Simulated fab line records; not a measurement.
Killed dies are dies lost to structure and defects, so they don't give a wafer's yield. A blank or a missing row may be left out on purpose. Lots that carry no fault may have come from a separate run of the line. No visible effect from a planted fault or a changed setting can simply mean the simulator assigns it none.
A lot that was struck, set against a sound lot / flow n5-finfet / 14 out of 1938 route steps
Sound: wafers L822.2, L822.5, L822.6. Struck: wafers L827.1, L827.2, L827.3. Last of all comes the cause.
Each step with rows lists, per side, the tool, then ch with its chambers, then its first start. Under that, the readings that differ: sound wafers / struck wafers / difference of the means / sigmas: that difference in standard deviations of wafers without a fault.
alike: words and numbers the same on both sides, and readings whose means are apart by under 2 such deviations; not compared: readings that were withheld, readings missing a value for some wafer, numbers with overlapping values and no deviation given by the record, and bounds like >300 which may hide the same value.
A row with sigmas, a row that says differs or no value, or rows on one side alone: a step with any of these is where the two part. When numbers do not overlap yet have no deviation, they are printed without sigmas and do not part them. A reading that every wafer of one side lacks parts them only if that side has two wafers or more.

N5_BEOL_M15_STRIP_63: strips in O2.
  sound: rie-diel-01 ch 1,2; struck: rie-diel-02 ch 1,2,3
  alike: drypump-motor-current-A, oes-product-au, rf-vpp-V, showerhead-plenum-p-Torr, throttle-valve-pct
  not compared: rf-hours-counter-h
N5_BEOL_M15_STRIP_64: strips in O2.
  sound: rie-diel-01 ch 1,2; struck: rie-diel-02 ch 1,2,3
  alike: drypump-motor-current-A, oes-product-au, rf-vpp-V, showerhead-plenum-p-Torr, throttle-valve-pct
  not compared: rf-hours-counter-h
then, 2 steps without rows for these wafers: N5_BEOL_M15_STRIP_65 (strips in post etch residue remover, time 60 s); N5_BEOL_M15_SRD_66 (time 30 s, dry time 30 s).
N5_BEOL_M15_CD_MEAS_17: the cd target is 360 nm.
  sound on cd-sem-02 at day 13 23:17; struck on cd-sem-03 at day 15 02:41
  alike: cd-nm
then, 1 step without rows for these wafers: N5_BEOL_M15_COAT_56 (time 60 s, resist thk 550 nm).
N5_BEOL_M15_ETCH_57: etches SOC in N2/H2, time 750 s.
  sound on rie-diel-02 ch 0,1, day 13 23:38; struck on rie-diel-02 ch 0,1,2, day 15 02:47
  alike: drypump-motor-current-A, oes-product-au, rf-vpp-V, showerhead-plenum-p-Torr, throttle-valve-pct
  not compared: rf-hours-counter-h
then, 5 steps without rows for these wafers: N5_BEOL_M15_COAT_60 (time 60 s, resist thk 89 nm); N5_BEOL_M15_COAT_22 (resist thk 800 nm); N5_BEOL_M15_EBR_24; N5_BEOL_M15_SOFTBAKE_23 (time 60 s); N5_BEOL_M15_EXPOSE_25 (exposes mask M15, target cd 400 nm).
N5_BEOL_M15_PEB_26: peb time 90 s.
  struck on litho-track-03, day 15 03:27; sound on litho-track-01 ch 0, day 14 00:25
  no value came back on the struck wafers for chill-plate-temp-C (C), exhaust-pa (Pa); on the sound wafers chill-plate-temp-C (C) reads 23.01 22.94 22.79
then, 1 step without rows for these wafers: N5_BEOL_M15_DEVELOP_27 (develop time 45 s).

== WHERE THEY PART ==
Only at N5_BEOL_M15_PEB_26, as far as this record shows.

WHY: the cause the simulator had injected
Beginning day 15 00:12, the whole step at N5_BEOL_M15_PEB_26 was skipped on litho-track-03. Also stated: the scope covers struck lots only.
